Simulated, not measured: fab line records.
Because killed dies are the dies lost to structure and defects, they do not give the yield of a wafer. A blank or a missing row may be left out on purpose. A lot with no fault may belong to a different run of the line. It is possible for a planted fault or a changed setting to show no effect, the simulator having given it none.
fab line records	flow n5_finfet
[record] lots = 24	wafers = 72	last_day = 17
route steps=1938 shown BEOL_M5@1176 BEOL_M6@1195
lots that met no fault: taken from a fault-free run of the same line
start_h: hours from the record's opening day to when the first of the lot's shown wafers began	wait_h: hours since the lot's step before	" identical to the entry in the row above	L1.1+2: a row that stands for several wafers	- either no value or no given start	* or withheld: withheld	< > ~ a bound
route shown NAME@n: names a module that has steps shown in the file, with the first one's number in the route	usual: the fault-free wafers' mean and standard deviation	same: alike in all rows	chamber/n: place in a boat	sites: per-site readings	_std_site: standard deviation across them	_edge_site: outer sites' mean less inner sites'	radius_mm: for every site, how far away it sits from the centre of the wafer	mask NAME#n: copy n	behind: the tool/chamber that last shaped the wafer	hold: why the lot went on hold/how many hours it stayed there/how the hold came to an end	device: which transistor (n, p or np) failed to switch	end of line: tests run on the same wafers once the route is complete	a step without rows: its recipe alone	killed: at the first sort, the dies lost to defects and structure; wafer yield is something else	map: dies across one wafer; x = killed, . = not, _ = none there
set.NAME: the run value of the setting; set.NAME@STEP: its run value at that earlier step	model.NAME: the simulator's own value behind a step, which no gauge read
the route's steps for a sample of lots (tables are steps, rows are wafers)
services: the hour from which a tool's chamber was out of use, counted from the record's first day as start_h (under 0 if before that day), plus the number of hours and why
[[steps]]
[step N5_BEOL_M5_ANNEAL_49]
[recipe] temp_c = 400	time_s = 1800	ambient = vacuum
[usual] heater_power_w = 831/60
lot.wafer	tool	chamber	start_h	wait_h	heater_power_w
L074.1	pvd_sputter-02	-	174.61	0.0	895
L074.4	"	-	"	"	896
L074.6	"	-	"	"	906
L075.1	pvd_sputter-01	-	177.43	0.0	860
L075.4	"	-	"	"	889
L075.6	"	-	"	"	848
L076.2	pvd_sputter-02	-	187.21	0.0	770
L076.3	"	-	"	"	881
L076.4	"	-	"	"	891
L077.2	pvd_sputter-02	-	191.75	0.0	867
L077.3	"	-	"	"	899
L077.5	"	-	"	"	799
L078.1	pvd_sputter-02	-	200.01	0.0	871
L078.2	"	-	"	"	797
L078.3	"	-	"	"	900
L079.3	pvd_sputter-01	-	202.10	0.0	892
L079.4	"	-	"	"	733
L079.5	"	-	"	"	789
L080.2	pvd_sputter-01	-	208.47	0.0	804
L080.3	"	-	"	"	856
L080.6	"	-	"	"	887
L082.1	pvd_sputter-02	-	209.51	0.0	914
L082.4	"	-	"	"	863
L082.5	"	-	"	"	925
L081.2	pvd_sputter-03	-	212.39	0.0	731
L081.3	"	-	"	"	735
L081.4	"	-	"	"	810
L083.1	pvd_sputter-01	-	214.92	0.0	745
L083.5	"	-	"	"	777
L083.6	"	-	"	"	892
L084.1	pvd_sputter-01	-	233.48	0.0	748
L084.2	"	-	"	"	797
L084.4	"	-	"	"	840
L086.1	pvd_sputter-03	-	247.49	0.0	822
L086.2	"	-	"	"	769
L086.4	"	-	"	"	703
L085.3	pvd_sputter-02	-	248.36	0.0	905
L085.4	"	-	"	"	880
L085.5	"	-	"	"	932
L087.2	pvd_sputter-01	-	253.10	0.0	761
L087.4	"	-	"	"	795
L087.5	"	-	"	"	785
L088.3	pvd_sputter-02	-	253.48	0.0	898
L088.4	"	-	"	"	789
L088.5	"	-	"	"	922
L089.1	pvd_sputter-03	-	256.08	0.0	697
L089.2	"	-	"	"	837
L089.6	"	-	"	"	823
L091.3	pvd_sputter-02	-	270.20	0.0	910
L091.4	"	-	"	"	877
L091.5	"	-	"	"	793
L090.1	pvd_sputter-03	-	270.99	0.0	838
L090.4	"	-	"	"	770
L090.5	"	-	"	"	815
L092.1	pvd_sputter-01	-	276.47	0.0	888
L092.2	"	-	"	"	744
L092.5	"	-	"	"	799
L093.3	pvd_sputter-03	-	288.34	0.0	730
L093.4	"	-	"	"	767
L093.6	"	-	"	"	792
L094.1	pvd_sputter-01	-	294.99	0.0	851
L094.4	"	-	"	"	890
L094.5	"	-	"	"	840
L095.1	pvd_sputter-03	-	298.43	0.0	823
L095.4	"	-	"	"	749
L095.6	"	-	"	"	757
L096.3	pvd_sputter-01	-	302.50	0.0	761
L096.5	"	-	"	"	879
L096.6	"	-	"	"	855
L097.1	pvd_sputter-02	-	304.04	0.0	787
L097.2	"	-	"	"	909
L097.5	"	-	"	"	897
[step N5_BEOL_M5_ANNEAL_84]
[recipe] temp_c = 400	time_s = 1800	ambient = vacuum
[usual] heater_power_w = 828/60
lot.wafer	tool	chamber	start_h	wait_h	heater_power_w
L074.1	pvd_sputter-02	-	176.78	0.0	881
L074.4	"	-	"	"	916
L074.6	"	-	"	"	890
L075.1	pvd_sputter-01	-	179.60	0.0	841
L075.4	"	-	"	"	885
L075.6	"	-	"	"	854
L076.2	pvd_sputter-02	-	189.38	0.0	799
L076.3	"	-	"	"	898
L076.4	"	-	"	"	866
L077.2	pvd_sputter-02	-	193.93	0.0	876
L077.3	"	-	"	"	920
L077.5	"	-	"	"	785
L078.1	pvd_sputter-02	-	202.18	0.0	876
L078.2	"	-	"	"	801
L078.3	"	-	"	"	893
L079.3	pvd_sputter-01	-	204.27	0.0	917
L079.4	"	-	"	"	747
L079.5	"	-	"	"	796
L080.2	pvd_sputter-01	-	210.64	0.0	786
L080.3	"	-	"	"	860
L080.6	"	-	"	"	890
L082.1	pvd_sputter-02	-	211.69	0.0	923
L082.4	"	-	"	"	870
L082.5	"	-	"	"	878
L081.2	pvd_sputter-03	-	214.57	0.0	706
L081.3	"	-	"	"	746
L081.4	"	-	"	"	813
L083.1	pvd_sputter-01	-	217.09	0.0	743
L083.5	"	-	"	"	766
L083.6	"	-	"	"	884
L084.1	pvd_sputter-01	-	235.65	0.0	738
L084.2	"	-	"	"	778
L084.4	"	-	"	"	840
L086.1	pvd_sputter-03	-	249.66	0.0	813
L086.2	"	-	"	"	739
L086.4	"	-	"	"	728
L085.3	pvd_sputter-02	-	250.53	0.0	896
L085.4	"	-	"	"	905
L085.5	"	-	"	"	881
L087.2	pvd_sputter-01	-	255.27	0.0	759
L087.4	"	-	"	"	789
L087.5	"	-	"	"	770
L088.3	pvd_sputter-02	-	255.66	0.0	882
L088.4	"	-	"	"	785
L088.5	"	-	"	"	920
L089.1	pvd_sputter-03	-	258.25	0.0	715
L089.2	"	-	"	"	850
L089.6	"	-	"	"	815
L091.3	pvd_sputter-02	-	272.38	0.0	917
L091.4	"	-	"	"	879
L091.5	"	-	"	"	785
L090.1	pvd_sputter-03	-	273.16	0.0	830
L090.4	"	-	"	"	741
L090.5	"	-	"	"	808
L092.1	pvd_sputter-01	-	278.64	0.0	891
L092.2	"	-	"	"	764
L092.5	"	-	"	"	803
L093.3	pvd_sputter-03	-	290.51	0.0	700
L093.4	"	-	"	"	747
L093.6	"	-	"	"	788
L094.1	pvd_sputter-01	-	297.17	0.0	853
L094.4	"	-	"	"	896
L094.5	"	-	"	"	844
L095.1	pvd_sputter-03	-	300.61	0.0	825
L095.4	"	-	"	"	734
L095.6	"	-	"	"	730
L096.3	pvd_sputter-01	-	304.67	0.0	742
L096.5	"	-	"	"	886
L096.6	"	-	"	"	829
L097.1	pvd_sputter-02	-	306.22	0.0	825
L097.2	"	-	"	"	885
L097.5	"	-	"	"	874
[step N5_BEOL_M6_CURE_74]
[recipe] temp_c = 385	time_s = 240	ambient = He/Ar	material = SiCOH_lowk
[usual] lamp_power_pct = 52.32/0.052	wafer_temp_C_max = 386.7/0.52
lot.wafer	tool	chamber	start_h	wait_h	lamp_power_pct	wafer_temp_C_max
L074.1	uv_cure-03	1	180.12	0.0	52.34	386.0
L074.4	"	1	"	"	52.37	386.7
L074.6	"	1	"	"	52.35	386.2
L075.1	uv_cure-02	2	182.87	0.0	52.28	386.7
L075.4	"	2	"	"	52.34	386.6
L075.6	"	2	"	"	52.45	387.1
L076.2	uv_cure-01	0	192.73	0.1	52.30	387.1
L076.3	"	0	"	"	52.38	387.0
L076.4	"	0	"	"	52.22	387.5
L077.2	uv_cure-03	1	197.58	0.1	52.28	386.2
L077.3	"	1	"	"	52.28	386.6
L077.5	"	1	"	"	52.30	386.2
L078.1	uv_cure-02	2	205.62	0.0	52.29	387.3
L078.2	"	2	"	"	52.39	386.5
L078.3	"	2	"	"	52.41	386.8
L079.3	uv_cure-01	2	207.74	0.2	52.29	386.4
L079.4	"	2	"	"	52.30	386.1
L079.5	"	2	"	"	52.32	386.1
L080.2	uv_cure-02	2	214.21	0.3	52.26	387.5
L080.3	"	2	"	"	52.29	387.1
L080.6	"	2	"	"	52.40	387.3
L082.1	uv_cure-03	0	214.96	0.0	52.40	386.3
L082.4	"	0	"	"	52.40	386.4
L082.5	"	0	"	"	52.31	385.9
L081.2	uv_cure-03	1	217.92	0.1	52.34	386.4
L081.3	"	1	"	"	52.37	386.7
L081.4	"	1	"	"	52.38	386.9
L083.1	uv_cure-02	0	220.47	0.1	52.33	387.1
L083.5	"	0	"	"	52.29	387.5
L083.6	"	0	"	"	52.42	386.7
L084.1	uv_cure-03	0	239.22	0.0	52.38	386.4
L084.2	"	0	"	"	52.29	386.3
L084.4	"	0	"	"	52.28	386.1
L086.1	uv_cure-03	0	252.96	0.0	52.35	385.8
L086.2	"	0	"	"	52.33	386.2
L086.4	"	0	"	"	52.28	386.0
L085.3	uv_cure-03	2	254.21	0.2	52.31	387.1
L085.4	"	2	"	"	52.25	386.9
L085.5	"	2	"	"	52.30	388.1
L087.2	uv_cure-01	1	259.00	0.5	52.23	386.4
L087.4	"	1	"	"	52.41	387.0
L087.5	"	1	"	"	52.32	386.8
L088.3	uv_cure-03	0	259.41	0.5	52.32	386.3
L088.4	"	0	"	"	52.37	386.4
L088.5	"	0	"	"	52.28	387.2
L089.1	uv_cure-03	1	262.16	0.1	52.33	386.2
L089.2	"	1	"	"	52.27	386.5
L089.6	"	1	"	"	52.42	386.4
L091.3	uv_cure-03	1	275.81	0.2	52.25	386.6
L091.4	"	1	"	"	52.36	386.3
L091.5	"	1	"	"	52.30	386.0
L090.1	uv_cure-02	0	276.44	0.0	52.34	386.9
L090.4	"	0	"	"	52.32	386.8
L090.5	"	0	"	"	52.37	386.4
L092.1	uv_cure-02	1	282.10	0.1	52.34	386.1
L092.2	"	1	"	"	52.34	386.6
L092.5	"	1	"	"	52.21	386.7
L093.3	uv_cure-03	0	294.16	0.4	52.37	386.4
L093.4	"	0	"	"	52.26	385.8
L093.6	"	0	"	"	52.30	386.1
L094.1	uv_cure-01	0	301.18	0.0	52.32	387.3
L094.4	"	0	"	"	52.31	386.7
L094.5	"	0	"	"	52.28	387.7
L095.1	uv_cure-02	1	304.41	0.0	52.27	386.3
L095.4	"	1	"	"	52.27	386.1
L095.6	"	1	"	"	52.38	386.1
L096.3	uv_cure-02	2	308.23	0.2	52.41	387.2
L096.5	"	2	"	"	52.33	387.1
L096.6	"	2	"	"	52.32	387.2
L097.1	uv_cure-01	1	309.50	0.0	52.36	386.8
L097.2	"	1	"	"	52.32	387.2
L097.5	"	1	"	"	52.29	387.2
[step N5_BEOL_M6_THK_MEAS_01]
[recipe] reads = SiCOH_lowk_of_BEOL_M6_ILD_DEP_00
[usual] M6_ILD_THK = 154.9/2.1
lot.wafer	tool	chamber	start_h	wait_h	M6_ILD_THK[nm]
L074.1	film_metro-01	-	180.63	0.4	153.1
L074.4	"	-	"	"	157.3
L074.6	"	-	"	"	156.7
L075.1	film_metro-02	-	183.88	0.8	151.1
L075.4	"	-	"	"	154.1
L075.6	"	-	"	"	155.3
L076.2	film_metro-02	-	193.17	0.4	152.6
L076.3	"	-	"	"	152.5
L076.4	"	-	"	"	156.1
L077.2	film_metro-01	-	198.01	0.4	153.7
L077.3	"	-	"	"	156.0
L077.5	"	-	"	"	157.7
L078.1	film_metro-02	-	206.13	0.4	154.5
L078.2	"	-	"	"	156.2
L078.3	"	-	"	"	152.8
L079.3	film_metro-02	-	208.09	0.3	155.5
L079.4	"	-	"	"	157.5
L079.5	"	-	"	"	156.6
L080.2	film_metro-01	-	214.64	0.4	152.9
L080.3	"	-	"	"	153.9
L080.6	"	-	"	"	154.3
L082.1	film_metro-01	-	215.48	0.4	155.3
L082.4	"	-	"	"	157.6
L082.5	"	-	"	"	158.1
L081.2	film_metro-01	-	218.36	0.4	153.8
L081.3	"	-	"	"	155.2
L081.4	"	-	"	"	156.8
L083.1	film_metro-01	-	220.98	0.4	150.4
L083.5	"	-	"	"	154.3
L083.6	"	-	"	"	152.7
L084.1	film_metro-01	-	240.21	0.8	156.4
L084.2	"	-	"	"	156.1
L084.4	"	-	"	"	160.3
L086.1	film_metro-02	-	253.47	0.4	151.9
L086.2	"	-	"	"	152.2
L086.4	"	-	"	"	155.0
L085.3	film_metro-01	-	254.56	0.3	153.2
L085.4	"	-	"	"	153.7
L085.5	"	-	"	"	158.5
L087.2	film_metro-02	-	259.43	0.4	154.2
L087.4	"	-	"	"	154.8
L087.5	"	-	"	"	155.6
L088.3	film_metro-01	-	259.77	0.3	154.0
L088.4	"	-	"	"	154.2
L088.5	"	-	"	"	155.3
L089.1	film_metro-02	-	262.68	0.4	150.7
L089.2	"	-	"	"	152.9
L089.6	"	-	"	"	154.1
L091.3	film_metro-02	-	276.17	0.3	152.8
L091.4	"	-	"	"	157.1
L091.5	"	-	"	"	151.0
L090.1	film_metro-01	-	276.95	0.4	153.0
L090.4	"	-	"	"	157.5
L090.5	"	-	"	"	154.6
L092.1	film_metro-02	-	282.62	0.4	155.2
L092.2	"	-	"	"	154.3
L092.5	"	-	"	"	155.2
L093.3	film_metro-02	-	294.51	0.3	156.4
L093.4	"	-	"	"	155.2
L093.6	"	-	"	"	154.9
L094.1	film_metro-01	-	301.69	0.4	152.1
L094.4	"	-	"	"	155.7
L094.5	"	-	"	"	156.0
L095.1	film_metro-02	-	304.92	0.4	154.2
L095.4	"	-	"	"	156.7
L095.6	"	-	"	"	155.7
L096.3	film_metro-01	-	308.58	0.3	152.1
L096.5	"	-	"	"	156.7
L096.6	"	-	"	"	158.7
L097.1	film_metro-02	-	310.01	0.4	157.5
L097.2	"	-	"	"	155.4
L097.5	"	-	"	"	156.5
[step N5_BEOL_M6_HM_DEP_02]
[recipe] material = TiN	target_thk_a = 200	temp_c = 25	chamber_pressure_pa = 0.49996
[usual] throttle_valve_pct = 29.7/0.92
lot.wafer	tool	chamber	start_h	wait_h	throttle_valve_pct
L074.1	pvd_sputter-02	-	181.99	1.3	30.2
L074.4	"	-	"	"	29.9
L074.6	"	-	"	"	30.5
L075.1	pvd_sputter-01	-	185.35	1.4	29.9
L075.4	"	-	"	"	28.1
L075.6	"	-	"	"	27.9
L076.2	pvd_sputter-01	-	195.42	2.2	29.7
L076.3	"	-	"	"	29.8
L076.4	"	-	"	"	29.5
L077.2	pvd_sputter-02	-	199.01	0.9	30.9
L077.3	"	-	"	"	29.7
L077.5	"	-	"	"	30.0
L078.1	pvd_sputter-03	-	207.49	1.3	29.3
L078.2	"	-	"	"	28.8
L078.3	"	-	"	"	28.9
L079.3	pvd_sputter-03	-	208.31	0.2	29.5
L079.4	"	-	"	"	31.5
L079.5	"	-	"	"	28.9
L080.2	pvd_sputter-03	-	217.04	2.3	29.0
L080.3	"	-	"	"	28.8
L080.6	"	-	"	"	28.8
L082.1	pvd_sputter-03	-	217.40	1.9	31.5
L082.4	"	-	"	"	29.2
L082.5	"	-	"	"	31.5
L081.2	pvd_sputter-02	-	219.34	0.9	30.3
L081.3	"	-	"	"	29.5
L081.4	"	-	"	"	29.9
L083.1	pvd_sputter-01	-	222.53	1.5	29.8
L083.5	"	-	"	"	30.0
L083.6	"	-	"	"	29.3
L084.1	pvd_sputter-02	-	241.03	0.8	29.2
L084.2	"	-	"	"	31.2
L084.4	"	-	"	"	29.7
L086.1	pvd_sputter-03	-	254.92	1.4	29.3
L086.2	"	-	"	"	28.7
L086.4	"	-	"	"	29.0
L085.3	pvd_sputter-03	-	255.60	1.0	29.0
L085.4	"	-	"	"	31.3
L085.5	"	-	"	"	29.0
L087.2	pvd_sputter-02	-	260.05	0.6	30.3
L087.4	"	-	"	"	31.2
L087.5	"	-	"	"	29.7
L088.3	pvd_sputter-01	-	260.25	0.4	29.9
L088.4	"	-	"	"	29.3
L088.5	"	-	"	"	30.0
L089.1	pvd_sputter-03	-	263.40	0.7	31.6
L089.2	"	-	"	"	29.4
L089.6	"	-	"	"	31.6
L091.3	pvd_sputter-02	-	277.51	1.3	29.6
L091.4	"	-	"	"	30.2
L091.5	"	-	"	"	29.4
L090.1	pvd_sputter-02	-	277.73	0.7	29.1
L090.4	"	-	"	"	31.1
L090.5	"	-	"	"	31.1
L092.1	pvd_sputter-02	-	283.23	0.6	31.1
L092.2	"	-	"	"	29.7
L092.5	"	-	"	"	29.3
L093.3	pvd_sputter-01	-	294.77	0.2	28.1
L093.4	"	-	"	"	29.6
L093.6	"	-	"	"	29.6
L094.1	pvd_sputter-03	-	302.78	1.0	29.4
L094.4	"	-	"	"	28.7
L094.5	"	-	"	"	31.6
L095.1	pvd_sputter-03	-	307.88	2.9	28.6
L095.4	"	-	"	"	31.5
L095.6	"	-	"	"	29.7
L096.3	pvd_sputter-03	-	308.72	0.1	29.1
L096.5	"	-	"	"	29.1
L096.6	"	-	"	"	31.6
L097.1	pvd_sputter-03	-	311.38	1.3	31.4
L097.2	"	-	"	"	29.5
L097.5	"	-	"	"	29.4
[step N5_BEOL_M6_CD_MEAS_18]
[recipe] pitch_nm = 80	target_cd_nm = 40
[usual] cd_nm = 39.9/0.6
lot.wafer	tool	chamber	start_h	wait_h	cd_nm
L074.1	cd_sem-01	-	183.05	0.0	40.3
L074.4	"	-	"	"	40.1
L074.6	"	-	"	"	39.5
L075.1	cd_sem-02	-	186.39	0.0	40.4
L075.4	"	-	"	"	40.5
L075.6	"	-	"	"	39.1
L076.2	cd_sem-02	-	196.47	0.1	39.6
L076.3	"	-	"	"	39.7
L076.4	"	-	"	"	39.8
L077.2	cd_sem-02	-	200.42	0.1	39.7
L077.3	"	-	"	"	39.0
L077.5	"	-	"	"	39.4
L078.1	cd_sem-02	-	208.74	0.0	41.5
L078.2	"	-	"	"	39.9
L078.3	"	-	"	"	40.2
L079.3	cd_sem-01	-	209.23	0.1	40.2
L079.4	"	-	"	"	40.7
L079.5	"	-	"	"	40.1
L080.2	cd_sem-02	-	218.17	0.1	40.0
L080.3	"	-	"	"	39.8
L080.6	"	-	"	"	39.5
L082.1	cd_sem-02	-	218.60	0.0	39.7
L082.4	"	-	"	"	39.9
L082.5	"	-	"	"	40.0
L081.2	cd_sem-02	-	220.66	0.1	39.8
L081.3	"	-	"	"	40.0
L081.4	"	-	"	"	40.7
L083.1	cd_sem-03	-	223.45	0.0	39.6
L083.5	"	-	"	"	40.4
L083.6	"	-	"	"	40.6
L084.1	cd_sem-02	-	242.74	0.0	40.2
L084.2	"	-	"	"	40.1
L084.4	"	-	"	"	39.9
L086.1	cd_sem-03	-	256.21	0.0	40.1
L086.2	"	-	"	"	39.3
L086.4	"	-	"	"	40.1
L085.3	cd_sem-03	-	256.64	0.1	39.2
L085.4	"	-	"	"	38.1
L085.5	"	-	"	"	38.1
L087.2	cd_sem-01	-	260.97	0.1	38.9
L087.4	"	-	"	"	39.5
L087.5	"	-	"	"	39.6
L088.3	cd_sem-01	-	261.29	0.1	40.0
L088.4	"	-	"	"	39.9
L088.5	"	-	"	"	40.5
L089.1	cd_sem-02	-	264.50	0.0	38.9
L089.2	"	-	"	"	38.6
L089.6	"	-	"	"	40.5
L091.3	cd_sem-02	-	278.56	0.1	39.8
L091.4	"	-	"	"	39.7
L091.5	"	-	"	"	40.4
L090.1	cd_sem-02	-	278.77	0.0	40.3
L090.4	"	-	"	"	41.1
L090.5	"	-	"	"	40.0
L092.1	cd_sem-03	-	284.29	0.0	39.2
L092.2	"	-	"	"	39.3
L092.5	"	-	"	"	40.1
L093.3	cd_sem-03	-	295.71	0.1	39.4
L093.4	"	-	"	"	40.8
L093.6	"	-	"	"	38.8
L094.1	cd_sem-03	-	304.15	0.0	40.8
L094.4	"	-	"	"	40.0
L094.5	"	-	"	"	40.5
L095.1	cd_sem-01	-	309.02	0.0	40.2
L095.4	"	-	"	"	39.6
L095.6	"	-	"	"	40.0
L096.3	cd_sem-02	-	309.65	0.1	40.0
L096.5	"	-	"	"	39.5
L096.6	"	-	"	"	40.4
L097.1	cd_sem-02	-	312.47	0.0	39.1
L097.2	"	-	"	"	39.7
L097.5	"	-	"	"	40.2
[[services]]
tool	chamber	start_h	hours	kind
uv_cure-02	-	156.67	0.4	repair
pvd_sputter-01	-	157.09	9.9	repair
uv_cure-02	-	179.33	1.0	pm
uv_cure-03	-	185.80	6.9	repair
uv_cure-01	-	217.77	2.1	pm
uv_cure-02	-	221.96	3.4	pm
uv_cure-02	-	235.10	28.1	pm
uv_cure-01	-	249.88	0.8	repair
uv_cure-01	-	277.81	1.0	repair
uv_cure-01	-	291.28	2.8	pm
uv_cure-03	-	296.03	1.0	repair
uv_cure-02	-	299.19	2.8	pm
[[key]]
fault none
